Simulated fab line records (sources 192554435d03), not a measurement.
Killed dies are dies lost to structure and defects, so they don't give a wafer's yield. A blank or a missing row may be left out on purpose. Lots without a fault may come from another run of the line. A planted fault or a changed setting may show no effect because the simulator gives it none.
fab line records	flow n5-finfet
[record] lots = 5	wafers = 15	last-day = 16
route steps=1938 shown HKMG_FIN@441 GATE_CUT@465 PASSIVATION@1936
lots that met no fault: from a run of the same line without faults
start-h: the number of hours between the record's first day and the start of the first shown wafer of the lot	wait-h: hours since the lot's step before	" identical to the entry in the row above	L1.1+2: a single row standing in for several wafers	- value missing, or start not given	* or withheld: withheld	< > ~ a bound
route shown NAME@n: names a module that has steps shown in the file, with the first one's number in the route	usual: mean/standard deviation taken from wafers without a fault	same: alike in all rows	chamber/n: place in a boat	sites: readings site by site	_std_site: the standard deviation of these	_edge_site: mean of outer sites minus mean of inner sites	radius-mm: for every site, how far away it sits from the centre of the wafer	mask NAME#n: copy n	behind: the most recent tool/chamber to have shaped the wafer	hold: the reason the lot was held/the length of the hold in hours/how it ended	device: the n, p or np transistor that did not switch	end of line: tests of these same wafers at the route's end	a step with no rows: only its recipe	killed: dies that structure and defects cost at the first sort, which is not the same as the wafer's yield	map: a wafer's dies, marking killed ones x, the rest . and places with no die _
set.NAME: the setting the step ran with; set.NAME@STEP: the setting that earlier step ran with	model.NAME: the simulator's own value behind a step, which no gauge read
lots seen at some steps along the route; tables by step, rows by wafer
services: when a tool's chamber went out of use (start-h, in hours from the record's first day, below 0 if earlier), for how many hours, and the reason
[[steps]]
[step N5_HKMG_FIN_STRIP_19]
[recipe] chemistry = N2/H2	power-w = 2500	temp-c = 300	h2-frac = 0.65	time-s = 360	pressure-mtorr = withheld	n2-flow-sccm = 1750	h2-flow-sccm = 3250
[step N5_HKMG_FIN_ALD_91]
[recipe] material = TiN	target-thk-a = 10	temp-c = 400	ald-precursor-family = TiCl4	ald-co-reactant = NH3	pulse-time-s = 1	purge-time-s = 3	co-reactant-purge-time-s = 2	co-reactant-pulse-time-s = 2	ald-cycles = 47	pressure-torr = 3
[step N5_HKMG_FIN_COAT_85]
[recipe] resist = SOC	temp-c = 250	time-s = 60	spin-rpm = 1500	resist-thk-nm = 300
[step N5_HKMG_FIN_ETCH_86]
[recipe] chemistry = N2/H2	target = SOC	target-depth-a = 3932	stop-on = TiN	ion-energy-ev = 100	bias-w = 61	pressure-mtorr = 30	source-w = 850	n2-flow-sccm = 200	h2-flow-sccm = 200
[step N5_HKMG_FIN_STRIP_89]
[recipe] chemistry = N2/H2	material = SOC	time-s = 20	power-w = 500	temp-c = 40	pressure-mtorr = 50	rf-frequency-hz = 6e+07	bias-power-w = 8	h2-frac = 0.5	n2-flow-sccm = 300	h2-flow-sccm = 300
[usual] drypump-motor-current-A = 5.8/0.44	n2-flow-sccm = 300.0/0.95	oes-product-au = 0.76/0.079	rf-vpp-V = 54.6/0.84	showerhead-plenum-p-Torr = 3.45/0.066	throttle-valve-pct = 18.9/0.39
lot.wafer	tool	chamber	start-h	wait-h	drypump-motor-current-A	n2-flow-sccm	oes-product-au	rf-hours-counter-h	rf-vpp-V	showerhead-plenum-p-Torr	throttle-valve-pct
L876.1	rie-diel-04	0	87.95	0.0	6.7	298.4	0.91	25	55.6	3.54	18.1
L876.4	"	1	"	"	5.7	298.9	0.81	96	54.5	3.37	18.6
L876.5	"	1	"	"	5.6	298.7	0.80	-	54.9	3.37	18.6
L877.3	rie-diel-04	2	95.30	0.0	5.0	299.2	0.68	245	53.7	3.44	19.8
L877.5	"	3	"	"	4.9	300.5	0.85	-	52.9	3.26	19.2
L877.6	"	2	"	"	5.0	300.5	0.68	-	55.3	3.44	19.8
L885.1	rie-diel-04	0	148.17	0.0	6.7	299.0	0.88	43	56.5	3.53	18.2
L885.2	"	1	"	"	5.7	299.6	0.79	115	54.1	3.36	18.6
L885.4	"	3	"	"	4.9	299.5	0.84	78	54.4	3.26	19.2
L889.3	rie-diel-01	2	168.85	0.0	5.9	299.3	0.68	239	55.3	3.45	18.9
L889.5	"	1	"	"	6.1	301.5	0.74	-	55.1	3.52	18.9
L889.6	"	0	"	"	5.5	300.3	0.68	-	54.1	3.42	18.6
L891.2	rie-diel-05	3	181.06	0.0	6.1	299.9	0.70	199	55.6	3.48	19.3
L891.4	"	0	"	"	5.6	299.1	0.75	163	54.7	3.50	19.0
L891.5	"	2	"	"	5.9	300.3	0.70	-	54.2	3.45	18.4
[step N5_HKMG_FIN_WET_ETCH_87]
[recipe] chemistry = SC1	target = TiN	mix = 1:2:40	temp-c = 50	time-s = 154.2	target-depth-nm = 4.7	dry = ipa-marangoni	rinse-time-s = 30	rinse-temp-c = 23
[step N5_HKMG_FIN_STRIP_88]
[recipe] chemistry = N2/H2	power-w = 2500	temp-c = 300	h2-frac = 0.65	time-s = 360	pressure-mtorr = withheld	n2-flow-sccm = 1750	h2-flow-sccm = 3250
[step N5_HKMG_FIN_NWFM_ALD_20]
[recipe] material = TiAlC	target-thk-a = 20	temp-c = 300	ald-precursor-family = TiCl4	ald-co-reactant = TEA	pulse-time-s = 3	purge-time-s = 2	co-reactant-purge-time-s = 2	co-reactant-pulse-time-s = 10	ald-cycles = 7	pressure-torr = 3
[step N5_HKMG_FIN_ALD_71]
[recipe] material = TiN	target-thk-a = 10	temp-c = 400	ald-precursor-family = TiCl4	ald-co-reactant = NH3	pulse-time-s = 1	purge-time-s = 3	co-reactant-purge-time-s = 2	co-reactant-pulse-time-s = 2	ald-cycles = 47	pressure-torr = 3
[step N5_HKMG_FIN_COAT_66]
[recipe] resist = SOC	temp-c = 250	time-s = 60	spin-rpm = 1500	resist-thk-nm = 300
[step N5_HKMG_FIN_ETCH_67]
[recipe] chemistry = N2/H2	target = SOC	target-depth-a = 3889	stop-on = TiN	ion-energy-ev = 100	bias-w = 61	pressure-mtorr = 30	source-w = 850	n2-flow-sccm = 200	h2-flow-sccm = 200
[step N5_HKMG_FIN_STRIP_90]
[recipe] chemistry = N2/H2	material = SOC	time-s = 20	power-w = 500	temp-c = 40	pressure-mtorr = 50	rf-frequency-hz = 6e+07	bias-power-w = 8	h2-frac = 0.5	n2-flow-sccm = 300	h2-flow-sccm = 300
[usual] drypump-motor-current-A = 5.7/0.49	n2-flow-sccm = 300.1/0.99	oes-product-au = 0.79/0.086	rf-vpp-V = 54.4/0.83	showerhead-plenum-p-Torr = 3.44/0.077	throttle-valve-pct = 18.9/0.39
lot.wafer	tool	chamber	start-h	wait-h	drypump-motor-current-A	n2-flow-sccm	oes-product-au	rf-hours-counter-h	rf-vpp-V	showerhead-plenum-p-Torr	throttle-valve-pct
L876.1	rie-diel-01	2	89.02	0.0	5.9	301.5	0.69	217	54.9	3.46	18.9
L876.4	"	0	"	"	5.5	299.6	0.71	215	55.4	3.44	18.6
L876.5	"	2	"	"	5.9	301.1	0.69	-	54.8	3.46	18.9
L877.3	rie-diel-05	0	96.37	0.0	5.5	301.1	0.79	133	54.5	3.51	19.0
L877.5	"	2	"	"	5.9	301.0	0.73	-	55.3	3.47	18.3
L877.6	"	3	"	"	6.1	300.4	0.73	-	53.9	3.50	19.3
L885.1	rie-diel-05	0	149.25	0.0	5.6	299.2	0.77	154	54.4	3.50	19.0
L885.2	"	2	"	"	5.9	300.4	0.72	203	54.0	3.46	18.4
L885.4	"	1	"	"	6.1	300.4	0.68	188	53.7	3.48	18.9
L889.3	rie-diel-01	0	169.92	0.0	5.6	300.6	0.69	240	54.7	3.42	18.6
L889.5	"	3	"	"	5.8	298.8	0.90	-	53.2	3.41	19.4
L889.6	"	2	"	"	5.9	299.7	0.67	-	55.5	3.45	18.9
L891.2	rie-diel-05	3	182.13	0.0	6.1	301.3	0.70	200	52.9	3.48	19.3
L891.4	"	0	"	"	5.6	300.9	0.76	164	55.3	3.50	19.0
L891.5	"	3	"	"	6.1	301.4	0.70	-	54.8	3.48	19.3
[step N5_HKMG_FIN_WET_ETCH_73]
[recipe] chemistry = SC1	mix = 1:2:40	temp-c = 50	time-s = 42.3	target-depth-nm = 1.3	dry = ipa-marangoni	rinse-time-s = 30	rinse-temp-c = 23
[usual] bath-guard-temp-C = 50.0/0.47	nh4oh-flow-mL-min = 34.89/0.11	rinse-temp-c = 23.01/0.097
lot.wafer	tool	chamber	start-h	wait-h	bath-guard-temp-C	nh4oh-flow-mL-min	rinse-temp-c
L876.1	wet-bench-01	7	89.12	0.1	50.1	34.88	22.94
L876.4	"	0	"	"	49.8	34.94	22.86
L876.5	"	3	"	"	49.2	34.79	23.00
L877.3	wet-bench-03	2	96.47	0.1	49.1	34.83	22.98
L877.5	"	1	"	"	49.5	34.92	22.85
L877.6	"	6	"	"	49.8	34.71	23.07
L885.1	wet-bench-03	1	149.35	0.1	49.6	34.86	23.22
L885.2	"	6	"	"	49.6	34.79	22.94
L885.4	"	4	"	"	50.9	34.94	23.01
L889.3	wet-bench-04	3	170.02	0.1	49.3	34.74	23.05
L889.5	"	1	"	"	49.6	35.01	23.02
L889.6	"	4	"	"	50.1	34.93	23.23
L891.2	wet-bench-01	0	182.23	0.1	50.2	35.05	22.97
L891.4	"	1	"	"	50.1	34.84	23.00
L891.5	"	2	"	"	50.2	34.85	23.09
[step N5_HKMG_FIN_ETCHBACK_68]
[recipe] chemistry = Cl2/Ar	stop-on = HfO2	target-depth-a = 5	pressure-mtorr = 10	icp-w = 600	bias-w = 60	Cl2_flow_sccm = 40	Ar_flow_sccm = 60
[step N5_HKMG_FIN_STRIP_69]
[recipe] chemistry = N2/H2	power-w = 2500	temp-c = 300	h2-frac = 0.65	time-s = 360	pressure-mtorr = withheld	n2-flow-sccm = 1750	h2-flow-sccm = 3250
[step N5_HKMG_FIN_ALD_21]
[recipe] material = TiN	target-thk-a = 15	temp-c = 400	ald-precursor-family = TiCl4	ald-co-reactant = NH3	pulse-time-s = 1	purge-time-s = 3	co-reactant-purge-time-s = 2	co-reactant-pulse-time-s = 2	ald-cycles = 68	pressure-torr = 3
[step N5_HKMG_FIN_ALD_72]
[recipe] material = W	target-thk-a = 20	temp-c = 300	pressure-torr = 7.5	ald-precursor-family = WF6	ald-co-reactant = B2H6	pulse-time-s = 1	purge-time-s = 2	co-reactant-purge-time-s = 2	co-reactant-pulse-time-s = 3	ald-cycles = 7
[step N5_HKMG_FIN_W_FILL_22]
[recipe] material = W	target-thk-a = 600	temp-c = 400	pressure-torr = 39.4	time-s = 18.2
[step N5_HKMG_FIN_PRECLEAN_83]
[recipe] chemistry = DIW	time-s = 57.5	temp-c = 23
[step N5_HKMG_FIN_SRD_84]
[recipe] dry-time-s = 32	dry = n2-spin	spin-rpm = 1500
[step N5_HKMG_FIN_CMP_23]
[recipe] stop-on = SiNx	t-overpolish-s = 10	post-cmp-clean = rinse-only	down-force-psi = 4	platen-rpm = 50.289	pad-velocity-m-s = 1.0006	target-thk-nm = 46.326
[usual] edge-zone-pressure-frac = 1.000/0.0051	motor-current-A = 11.7/1.2	overpolish-run-s = 9.999/0.0085	pad-life-wafers = 1053/430	time-to-endpoint-s = 11.3/2.3
lot.wafer	tool	chamber	start-h	wait-h	edge-zone-pressure-frac	motor-current-A	overpolish-run-s	pad-life-wafers	time-to-endpoint-s
L876.4	cmp-01	1	90.35	0.0	0.997	10.2	9.997	174	13.2
L876.1	"	3	"	"	0.998	13.3	9.994	176	14.8
L876.5	"	1	"	"	1.001	10.6	10.000	-	12.2
L877.3	cmp-04	3	97.86	0.2	0.995	12.0	9.997	614	10.4
L877.6	"	1	"	"	1.000	11.0	9.999	-	15.1
L877.5	"	2	"	"	1.003	12.6	9.991	-	12.5
L885.4	cmp-02	1	150.68	0.1	1.007	11.9	9.985	1327	12.5
L885.2	"	2	"	"	0.998	11.1	10.003	1328	9.1
L885.1	"	3	"	"	1.006	12.0	9.991	1329	13.2
L889.3	cmp-02	2	171.38	0.3	0.997	11.7	9.995	1497	9.5
L889.5	"	3	"	"	1.002	12.3	10.008	-	13.7
L889.6	"	0	"	"	0.996	12.1	10.004	-	13.5
L891.2	cmp-04	1	183.51	0.2	0.993	10.6	10.002	1256	12.8
L891.4	"	2	"	"	1.000	12.6	9.993	1257	9.8
L891.5	"	0	"	"	1.002	10.0	10.001	-	9.5
[step N5_HKMG_FIN_CMP_94]
[recipe] stop-on = SiNx	post-cmp-clean = w-dilute-nh4oh	t-overpolish-s = 4.7	down-force-psi = 4	platen-rpm = 50.289	pad-velocity-m-s = 1.0006	target-thk-nm = 43.299
[step N5_GATE_CUT_ETCHBACK_00]
[recipe] chemistry = SF6/Cl2	target = W	pressure-mtorr = 8	icp-w = 900	bias-w = 80	SF6_flow_sccm = 40	Cl2_flow_sccm = 60
[usual] drypump-motor-current-A = 5.95/0.21	mfc-cl2-sccm = 60.02/0.17	oes-product-au = 0.75/0.097	throttle-valve-pct = 27.35/0.22
lot.wafer	tool	chamber	start-h	wait-h	drypump-motor-current-A	mfc-cl2-sccm	oes-product-au	rf-hours-counter-h	throttle-valve-pct
L876.1	rie-metal-01	0	91.10	0.0	5.80	60.00	0.64	113	27.37
L876.4	"	0	"	"	5.80	60.09	0.64	-	27.37
L876.5	"	0	"	"	5.77	60.09	0.64	-	27.38
L877.3	rie-metal-02	1	98.53	0.1	6.20	60.14	0.77	-	27.14
L877.5	"	1	"	"	6.16	60.07	0.78	-	27.15
L877.6	"	1	"	"	6.10	60.25	0.78	-	27.15
L885.1	rie-metal-03	1	151.35	0.0	5.75	59.80	0.87	14	26.96
L885.2	"	1	"	"	5.74	59.82	0.88	-	26.96
L885.4	"	1	"	"	5.76	60.12	0.87	-	26.95
L889.3	rie-metal-01	0	171.92	0.1	5.82	60.02	0.63	-	27.39
L889.5	"	0	"	"	5.83	60.04	0.63	-	27.39
L889.6	"	1	"	"	6.27	59.85	0.70	-	27.59
L891.2	rie-metal-03	1	184.13	0.1	5.74	60.05	0.88	-	26.96
L891.4	"	1	"	"	5.74	60.12	0.88	-	26.95
L891.5	"	1	"	"	5.76	60.01	0.87	-	26.96
[step N5_GATE_CUT_ETCH_56]
[recipe] chemistry = Cl2/Ar	target = TiN	target-depth-a = 216	pressure-mtorr = 10	icp-w = 600	bias-w = 60	Cl2_flow_sccm = 40	Ar_flow_sccm = 60
[step N5_GATE_CUT_ETCHBACK_30]
[recipe] chemistry = Cl2/Ar	target = TiN	target-depth-a = 30	mode = isotropic	pressure-mtorr = 10	icp-w = 600	bias-w = 60	Cl2_flow_sccm = 40	Ar_flow_sccm = 60
[usual] drypump-motor-current-A = 5.95/0.21	mfc-cl2-sccm = 40.00/0.12	oes-product-au = 0.75/0.1	throttle-valve-pct = 20.75/0.14
lot.wafer	tool	chamber	start-h	wait-h	drypump-motor-current-A	mfc-cl2-sccm	oes-product-au	rf-hours-counter-h	throttle-valve-pct
L876.1	rie-metal-01	0	91.31	0.1	5.80	40.07	0.63	113	20.82
L876.4	"	0	"	"	5.80	40.05	0.62	-	20.82
L876.5	"	0	"	"	5.81	40.06	0.63	-	20.84
L877.3	rie-metal-02	1	98.89	0.1	6.15	39.94	0.79	-	20.58
L877.5	"	1	"	"	6.10	39.95	0.79	-	20.59
L877.6	"	1	"	"	6.15	40.01	0.79	-	20.60
L885.1	rie-metal-03	1	151.77	0.1	5.74	39.71	0.90	14	20.53
L885.2	"	1	"	"	5.72	40.04	0.90	-	20.53
L885.4	"	1	"	"	5.74	39.68	0.89	-	20.54
L889.3	rie-metal-01	0	172.10	0.0	5.79	39.86	0.62	-	20.85
L889.5	"	0	"	"	5.77	40.10	0.62	-	20.85
L889.6	"	1	"	"	6.20	39.88	0.70	-	20.81
L891.2	rie-metal-03	1	184.52	0.1	5.74	39.91	0.88	-	20.54
L891.4	"	1	"	"	5.75	40.05	0.88	-	20.55
L891.5	"	1	"	"	5.76	40.13	0.89	-	20.54
[step N5_GATE_CUT_VAPOR_ETCH_60]
[recipe] chemistry = BCl3/Cl2	target = HfO2	mode = isotropic
[step N5_GATE_CUT_ETCH_58]
[recipe] chemistry = CH3F/O2	target = SiNx	target-depth-a = 170	time-s = 128.6	ion-energy-ev = 50	pressure-mtorr = 30	source-w = 415	bias-w = 21	Ar_flow_sccm = 150	CH3F_flow_sccm = 30	O2_flow_sccm = 20
[step N5_GATE_CUT_STRIP_59]
[recipe] chemistry = N2/H2	time-s = 20	power-w = 100	temp-c = 40	pressure-mtorr = 100	rf-frequency-hz = 6e+07	bias-power-w = 3	n2-flow-sccm = 300	h2-flow-sccm = 300
[step N5_GATE_CUT_PRECLEAN_31]
[recipe] temp-c = 23	chemistry = DIW	time-s = 300
[step N5_GATE_CUT_SRD_32]
[recipe] time-s = 30	temp-c = 23	rinse-liquid = diw	dry = ipa-marangoni
[step N5_GATE_CUT_SAC_CAP_01]
[recipe] material = SiNx	target-thk-a = 240	temp-c = 400	ald-precursor-family = SiH2I2	ald-co-reactant = N2/H2-plasma	pulse-time-s = 1	ald-cycles = 480	purge-time-s = 2	co-reactant-purge-time-s = 2	pressure-torr = 2
[step N5_GATE_CUT_PECVD_57]
[recipe] material = SiNx	target-thk-a = 210	temp-c = 400	precursor = SiH4/NH3/N2	pressure-torr = 1.5	rf-w = 300
[step N5_GATE_CUT_CMP_02]
[recipe] stop-on = SiO2	t-overpolish-s = 12.7	post-cmp-clean = alkaline-brush	down-force-psi = 2.5	platen-rpm = 51.8	pad-velocity-m-s = 1.0307	target-thk-nm = 0
[step N5_GATE_CUT_HM_DEP_46]
[recipe] material = SiO2	target-thk-a = 1300	temp-c = 400	precursor = TEOS/O2	pressure-torr = 6.5	rf-w = 900	teos-flow-sccm = 161.4	gas = O2	flow-sccm = 2650	time-s = 26.6
[step N5_GATE_CUT_COAT_34]
[recipe] resist = SOC	temp-c = 250	time-s = 60	spin-rpm = 1500	resist-thk-nm = 60
[step N5_GATE_CUT_COAT_35]
[recipe] resist = SiARC	temp-c = 220	time-s = 60	spin-rpm = 1500	resist-thk-nm = 10
[step N5_GATE_CUT_COAT_27]
[recipe] resist = underlayer	temp-c = 205	time-s = 60	spin-rpm = 1500	resist-thk-nm = 10
[step N5_GATE_CUT_COAT_07]
[recipe] resist = CAR-EUV	spin-rpm = 1500	resist-thk-nm = 30
[step N5_GATE_CUT_EBR_09]
[recipe] solvent = PGMEA	ebr-width-mm = 1.5
[step N5_PASSIVATION_PROBE_49]
[usual] defect-limited-yield = 91.3/1.4	killed_at_M0_to_M3 = 34/9.2	killed_at_M4_up = 13/5.3	killed-at-contacts = 12/6	killed-at-front-end = 39/12	killed-at-other = 4/3.3	killed-dies = 102/17	killed-open = 67/12	killed-short = 34/7.4	sort_bin_5_function = 5.1/1	sort_bin_6_memory = 3.2/0.6	sort-n-pass = 1078/17	sort-yield-pct = 91.3/1.4
[same] gross-dies = 1180	killed-at-back-side = 0	sort_bin_4_leakage[%] = 0	sort_bin_8_speed[%] = 0
lot.wafer	tool	chamber	start-h	wait-h	defect-limited-yield[%]	killed_at_M0_to_M3	killed_at_M4_up	killed-at-contacts	killed-at-front-end	killed-at-other	killed-dies	killed-open	killed-short	sort_bin_5_function[%]	sort_bin_6_memory[%]	sort-n-pass	sort-yield-pct[%]
L877.3	prober-02	-	298.40	0.1	92.6	25	15	10	35	2	87	59	26	4.4	2.9	1093	92.6
L877.5	prober-02	-	298.50	0.2	92.8	31	11	5	32	6	85	53	32	4.1	2.9	1095	92.8
L877.6	prober-02	-	298.55	0.3	91.9	35	11	10	37	2	95	61	32	5.2	2.6	1085	91.9
L885.2	prober-01	-	362.20	0.1	92.7	31	13	7	33	2	86	54	28	4.3	2.9	1094	92.7
L885.4	prober-01	-	362.30	0.2	81.6	29	12	10	162	4	217	57	26	11.1	4.9	963	81.6
L891.2	prober-01	-	379.74	0.1	90.5	49	14	9	38	2	112	66	44	5.6	3.6	1068	90.5
L891.4	prober-01	-	379.84	0.2	92.7	35	8	16	26	1	86	56	30	5.3	1.9	1094	92.7
L891.5	prober-01	-	379.89	0.2	91.4	47	13	16	24	1	101	66	35	4.8	3.4	1079	91.4
L889.3	prober-02	-	380.86	0.1	92.4	38	19	5	28	0	90	57	33	3.6	3.5	1090	92.4
L889.5	prober-02	-	380.96	0.2	90.8	37	9	11	49	3	109	70	36	5.4	3.1	1071	90.8
L889.6	prober-02	-	381.01	0.3	91.9	35	9	14	37	1	96	59	36	4.7	3.1	1084	91.9
// killed by level:class
L877.3 STI_FIN_REVEAL:geometric-particle:open=12 FIN_SAQP:geometric-particle:short=8 MOL_CONTACT_COAG:geometric-particle:open=8 FIN_SAQP:geometric-particle:open=7 BEOL_M0_SAQP:geometric-particle:short=6 BEOL_M3:geometric-particle:open=5 BEOL_M5:geometric-particle:open=4 BEOL_M1:geometric-particle:open=4
L877.5 BEOL_M0_SAQP:geometric-particle:short=11 BEOL_M0_SAQP:geometric-particle:open=8 STI_FIN_REVEAL:geometric-particle:open=6 BEOL_M1:geometric-particle:open=6 DUMMY_GATE:geometric-particle:open=5 FIN_SAQP:geometric-particle:short=4 STI_FIN_REVEAL:geometric-particle:short=4 BEOL_M5:geometric-particle:open=4
L877.6 BEOL_M0_SAQP:geometric-particle:open=12 FIN_SAQP:geometric-particle:short=9 BEOL_M0_SAQP:geometric-particle:short=9 BEOL_M1:geometric-particle:open=8 MOL_CONTACT_COAG:geometric-particle:open=8 FIN_SAQP:geometric-particle:open=5 ILD0:geometric-particle:open=4 GATE_CUT:geometric-particle:short=4
L885.2 BEOL_M1:geometric-particle:open=10 BEOL_M4:geometric-particle:open=8 MOL_CONTACT_COAG:geometric-particle:open=6 GATE_CUT:geometric-particle:short=5 BEOL_M2:geometric-particle:open=5 BEOL_M0:geometric-particle:open=4 STI_FIN_REVEAL:geometric-particle:open=4 DUMMY_GATE:geometric-particle:open=4
L885.4 HKMG_FIN:unspecified=132 MOL_CONTACT_COAG:geometric-particle:open=9 FIN_SAQP:geometric-particle:open=7 BEOL_M0_SAQP:geometric-particle:open=7 BEOL_M0_SAQP:geometric-particle:short=7 BEOL_M4:geometric-particle:open=6 STI_FIN_REVEAL:geometric-particle:open=5 DUMMY_GATE:geometric-particle:open=4
L891.2 BEOL_M0_SAQP:geometric-particle:short=14 BEOL_M0_SAQP:geometric-particle:open=13 BEOL_M2:geometric-particle:open=9 FIN_SAQP:geometric-particle:short=7 STI_FIN_REVEAL:geometric-particle:open=6 BEOL_M3:geometric-particle:open=6 GATE_CUT:geometric-particle:short=5 MOL_CONTACT_COAG:geometric-particle:open=5
L891.4 MOL_CONTACT_COAG:geometric-particle:open=12 STI_FIN_REVEAL:geometric-particle:open=11 BEOL_M0_SAQP:geometric-particle:short=10 BEOL_M3:geometric-particle:open=10 FIN_SAQP:geometric-particle:short=5 MOL_CONTACT_COAG:geometric-particle:short=4 BEOL_M0_SAQP:geometric-particle:open=4 STARTING-WAFER:geometric-particle:short=3
L891.5 MOL_CONTACT_COAG:geometric-particle:open=15 BEOL_M0_SAQP:geometric-particle:short=12 BEOL_M3:geometric-particle:open=9 BEOL_M1:geometric-particle:open=7 BEOL_M4:geometric-particle:open=7 BEOL_M2:geometric-particle:open=6 STI_FIN_REVEAL:geometric-particle:open=5 BEOL_M0_SAQP:geometric-particle:open=5
L889.3 BEOL_M2:geometric-particle:open=16 GATE_CUT:geometric-particle:short=7 BEOL_M4:geometric-particle:open=7 BEOL_M4:geometric-particle:short=7 FIN_SAQP:geometric-particle:open=5 BEOL_M0_SAQP:geometric-particle:open=5 ILD0:geometric-particle:short=4 BEOL_M1:geometric-particle:open=4
L889.5 FIN_SAQP:geometric-particle:open=10 MOL_CONTACT_COAG:geometric-particle:open=10 BEOL_M3:geometric-particle:open=9 DUMMY_GATE:geometric-particle:open=8 GATE_CUT:geometric-particle:short=8 BEOL_M0_SAQP:geometric-particle:short=6 STARTING-WAFER:geometric-particle:short=5 BEOL_M0_SAQP:geometric-particle:open=5
L889.6 BEOL_M1:geometric-particle:short=13 MOL_CONTACT_COAG:geometric-particle:open=12 FIN_SAQP:geometric-particle:open=8 BEOL_M1:geometric-particle:open=7 DUMMY_GATE:geometric-particle:open=6 BEOL_M4:geometric-particle:open=6 GATE_CUT:geometric-particle:short=5 FIN_SAQP:geometric-particle:short=4
// map L885.4 (x killed, . not)
_________________............________________
______________.............x...._____________
___________........................__________
__________.....x..x.x......x.x.....x_________
________............x........x........_______
_______....................x.......x...______
______.....x..............x............._____
_____..............xx..xxxx....x..x......____
____.............x..xxxxxxxxx.xx.x..xx....___
___........x........x.xxxxxxxx.............__
___............x...x.xxxxxxxxxx.xx.....x...__
__...............xxxxxxxxxxxxxxxx..........._
__.x..............xxxxxxxxxxxxxxx.x.xx......_
_.....x..........xxxxxxxxxxxxxxxx..x........x
_..................xxxxxxxxxxxxxx.x...x......
_......x.........x...xxxxxxxxxxx....x........
_..............x...xxxxxxxxxxxx.......x..x...
_.....x..............xxxx..xx..x....x.......x
_............x.x...x.....xxx..xx...........x.
_..x.....x...................................
_.........................x....x............x
__..........x.....x....x............x....x.._
__......................................x..._
___.......x.............x..................__
___..x..x...................x..x...........__
____xx..........................x......x..___
_____.......x...........x.............x..____
______........x..........x.............._____
_______......x.....xx......x...........______
________...x...........x.............._______
__________.......................x.._________
___________....x.....x..x..........__________
______________x................._____________
_________________.........x..________________
// map L877.6 (x killed, . not)
_________________............________________
______________.................._____________
___________.....x..................__________
__________..........x..............._________
________.....x............x..........._______
_______.x.....x....x............x.....x______
______.xx.............x................._____
_____.........x...............x..x.......____
____...........xx.........................___
___..............................x......xx.__
___.xx...............xx....................__
__.................x.................x...x.._
__.x........................................_
_..............x.........x...xx....x.........
_.............x......x....x................x.
_..x...............x........xx...............
_.......x...........x.........x........x.....
_.x.......x....................x.............
_.....x.x...x...................x............
_......x...................xx.........x......
_...............x..........x..........x...x..
__........x..x...............x....xxx......._
__......x..........................x........_
___.......x................................__
___..........x.....x.....x.....x.....x.....__
____......x..............x................___
_____....x........x......................____
______.......x.x....x..................._____
_______........xx...x..x......xx.......______
________............................x._______
__________x.......................x._________
___________...............x..x.x...__________
______________....x....x........_____________
_________________............________________
[[services]]
tool	chamber	start-h	hours	kind
cmp-04	-	64.49	5.5	pm
cmp-01	-	64.80	4.0	pm
rie-metal-01	-	73.02	8.1	repair
rie-metal-02	0	86.67	20.2	repair
rie-diel-01	2	92.18	1.8	repair
rie-diel-05	1	94.47	6.9	repair
cmp-01	-	100.57	0.2	repair
rie-metal-01	-	104.61	0.1	repair
rie-diel-04	2	110.55	-	clean
rie-diel-04	2	110.55	-	consumable-replace:focus-ring
cmp-01	-	110.91	0.3	repair
rie-diel-04	-	119.05	14.6	pm
cmp-04	-	119.12	2.0	repair
rie-diel-01	-	122.14	14.6	pm
cmp-02	-	132.15	1.1	repair
rie-diel-05	3	143.24	5.5	repair
rie-metal-03	0	148.73	3.7	repair
rie-diel-05	-	156.81	0.4	repair
rie-diel-04	1	158.29	13.6	repair
rie-diel-01	1	172.75	9.3	repair
cmp-01	-	176.62	2.9	repair
rie-metal-03	0	177.03	-	clean
rie-metal-03	0	177.03	19.0	scheduled-down
rie-metal-03	0	177.03	19.0	vent-cycle
[[key]]
[first-sign] step = N5_PASSIVATION_PROBE_49	reading = killed-at-front-end	direction = up	sigmas = 10	usual = 39	struck = 162
[effect] step = N5_PASSIVATION_PROBE_49	reading = killed-dies	direction = up	sigmas = 6.9	usual = 102	struck = 217
[more-kills-born-at] N5_HKMG_FIN_WET_ETCH_73@wet-bench-03 = 132
met-at N5_HKMG_FIN_WET_ETCH_73
struck-wafers L885.4
[fault] kind = chamber-particle-source	tool = wet-bench-03	chamber = 4	onset-h = 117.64	steps = N5_HKMG_FIN_WET_ETCH_73	rate-per-visit-cm2 = 0.84861	end-h = 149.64
